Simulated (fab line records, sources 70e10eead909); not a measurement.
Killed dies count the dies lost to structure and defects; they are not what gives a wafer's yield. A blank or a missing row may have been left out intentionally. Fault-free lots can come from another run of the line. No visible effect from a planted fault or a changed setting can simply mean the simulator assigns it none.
Chamber matching -- flow nand_harc -- NHARC_A_CONTACT_ETCH_48 on rie_diel-04: 4 sister chambers
The step etches the open film in CF4, target depth 39 nm, time 65 s. 4 wafers are shown with their chamber, then 7 later ones without.

EACH WAFER AND ITS CHAMBER
wafer,chamber,showerhead_plenum_p_Torr (Torr)
L078.6,3,1.85
L083.6,0,1.83
L080.1,1,1.77
L080.3,2,1.69

WAFERS WITHOUT THEIR CHAMBER
wafer,showerhead_plenum_p_Torr (Torr)
L080.6,1.83
L091.4,1.83
L091.5,1.83
L091.6,1.76
L094.1,1.83
L094.3,1.76
L094.5,1.68

WHICH CHAMBER EACH WENT THROUGH
wafer,from the rows above,in truth
L080.6,0,0
L091.4,0,0
L091.5,0,0
L091.6,1,1
L094.1,0,0
L094.3,1,1
L094.5,2,2
Placed correctly: 7 of 7. Not placeable from these rows: 0. Wrongly placed: 0.
How it was worked out, from the rows above alone: a wafer's distance from a chamber is the root of the sum, over the readings, of the square of ((its reading less the chamber's mean) divided by the reading's scatter). If the next closest chamber is less than 2 further off than the closest, the wafer can't be placed; otherwise it belongs to the closest. The mean given for a chamber averages the wafers shown for that chamber. The scatter: with one shown wafer a chamber, the root of the mean of the squares of how far each hidden wafer lies from its nearest shown one.
